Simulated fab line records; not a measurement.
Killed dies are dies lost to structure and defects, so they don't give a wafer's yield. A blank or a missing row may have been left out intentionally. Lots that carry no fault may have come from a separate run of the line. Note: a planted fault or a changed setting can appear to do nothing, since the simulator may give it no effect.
A lot that was struck, set against a sound lot -- flow nand harc -- 28 out of 1159 route steps
Sound: these wafers, L139.1, L139.2, L139.4. The struck wafers were L144.4, L144.5, L144.6. The cause is given at the end.
Each step with rows lists, per side, the tool, then ch with its chambers, then its first start. Under that, the readings that differ: sound wafers -- struck wafers -- difference of the means -- sigmas: that difference in standard deviations of wafers without a fault.
alike: a reading whose means differ by less than 2 such deviations, as well as words and numbers matching on both sides. not compared: withheld readings; readings where some wafer has no value; bounds like >300 that might hide an equal value; numbers whose values overlap and for which the record gives no deviation.
Wherever a step has rows on one side only, a row that says differs or no value, or a row with sigmas, the two part there. Numbers that don't overlap but have no deviation are shown without sigmas and don't part them. Lack of a reading on every wafer of one side parts them only where that side has two or more wafers.

first, 11 steps without rows for these wafers: NHARC_P_STI_ETCH_26 (etches SiO2 in dHF, target depth 11 nm); NHARC_P_STI_PRECLEAN_27 (cleans in SC1); NHARC_P_STI_SRD_28; NHARC_P_STI_OXIDE_29 (material SiO2, target thk 10 nm, ox time 1362 s); NHARC_P_STI_HM_DEP_30 (deposits Si3N4, target thk 80 nm, time 873 s); NHARC_P_STI_DEHYDRATE_01 (time 120 s); NHARC_P_STI_HMDS_02 (time 30 s); NHARC_P_STI_COAT_41 (time 65 s); NHARC_P_STI_COAT_03 (resist thk 600 nm); NHARC_P_STI_SOFTBAKE_04 (time 70 s); NHARC_P_STI_EBR_05.
NHARC_P_STI_EXPOSE_06: exposes mask P STI, target cd 200 nm.
  sound on krf scanner-01 ch 0, day 2 18:44; struck on krf scanner-01 ch 0, day 3 23:12
reading,sound,struck,difference,sigmas
exposure dose mJ cm2,37.76 37.72 37.69,24.09 24.13 24.13,-13.61,-99 or more
  alike: mask
then, 2 steps without rows for these wafers: NHARC_P_STI_PEB_07 (peb time 80 s); NHARC_P_STI_DEVELOP_08 (time 50 s).
NHARC_P_STI_CD_MEAS_09: the cd target is 200 nm.
  sound on cd sem-02 ch 0, day 2 18:53; struck on cd sem-03 ch 0, day 3 23:20
reading,sound,struck,difference,sigmas
cd nm (nm),197.9 197.3 197.4,101.0 102.6 101.9,-95.7,-60
then, 1 step without rows for these wafers: NHARC_P_STI_HARDBAKE_13 (time 65 s).
NHARC_P_STI_DESCUM_14: chemistry O2, time 3 s.
  sound on rie diel-07 ch 0,2,3, day 2 19:09; struck on rie diel-07 ch 0,2,3, day 3 23:37
reading,sound,struck,difference,sigmas
model.P_STI.cd nm (nm),197.8 197.5 197.2,100.7 102.5 101.4,-96.0,
  alike: drypump motor current A, oes product au, rf vpp V, showerhead plenum p Torr, throttle valve pct
  not compared: rf hours counter h
then, 2 steps without rows for these wafers: NHARC_P_STI_ETCH_42 (etches the open film in N2/H2, target depth 80 nm, overetch 24 nm, time 61 s); NHARC_P_STI_ETCH_31 (etches the open film in CF4/CHF3, target depth 108.9 nm, time 54.5 s).
NHARC_P_STI_ETCH_15: etches the open film in HBr/Cl2, target depth 300 nm, time 100.1 s.
  sound on rie si-05 ch 0,1,3, day 2 19:26; struck on rie si-05 ch 0,2,3, day 3 23:54
reading,sound,struck,difference,sigmas
model.P_STI.cd nm (nm),198.2 197.8 197.7,100.5 102 100.9,-96.8,
  alike: drypump motor current A, oes product au, rf fwd power W, throttle valve pct
  not compared: rf hours counter h
NHARC_P_STI_CD_MEAS_16:
  sound: cd sem-03 at day 2 19:35; struck: cd sem-03 at day 4 00:02
reading,sound,struck,difference,sigmas
cd nm (nm),198.7 197.8 197.8,100.3 102.2 101.0,-96.9,-54
NHARC_P_STI_OCD_MEAS_17:
  sound: ocd-01 at day 2 19:40; struck: ocd-01 at day 4 00:07
reading,sound,struck,difference,sigmas
trench foot cd nm (nm),156.1 154.2 154.5,58.6 60.3 60.1,-95.3,-60
then, 3 steps without rows for these wafers: NHARC_P_STI_STRIP_19 (strips in SPM, time 900 s); NHARC_P_STI_PRECLEAN_32 (cleans in SC1); NHARC_P_STI_SRD_23.
NHARC_P_STI_OCD_MEAS_43:
  sound: ocd-02 at day 2 20:11; struck: ocd-02 at day 4 00:38
reading,sound,struck,difference,sigmas
trench foot cd nm (nm),156.2 154.6 154.9,59.2 61.0 59.1,-95.5,-60
then, 1 step without rows for these wafers: NHARC_P_STI_OXIDE_33 (material SiO2, target thk 10 nm, ox time 281 s).
-- the record jumps here: 17 days lie between the struck wafers' starts before and after (it left off in module P_STI and takes up again in module END, whose first step shown is number 1159 of the route) --
NHARC_END_SORT_01:
  the record has rows for the struck wafers here (prober-02 ch 0, day 21 10:37) and none for the sound ones

## WHERE THEY PART
At NHARC_P_STI_EXPOSE_06 first; at NHARC_END_SORT_01 last (within this record only).

WHY: what the simulator had put in
Drift in process parameters on krf scanner-01 at NHARC_P_STI_EXPOSE_06, starting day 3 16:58. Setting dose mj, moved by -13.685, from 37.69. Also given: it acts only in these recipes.
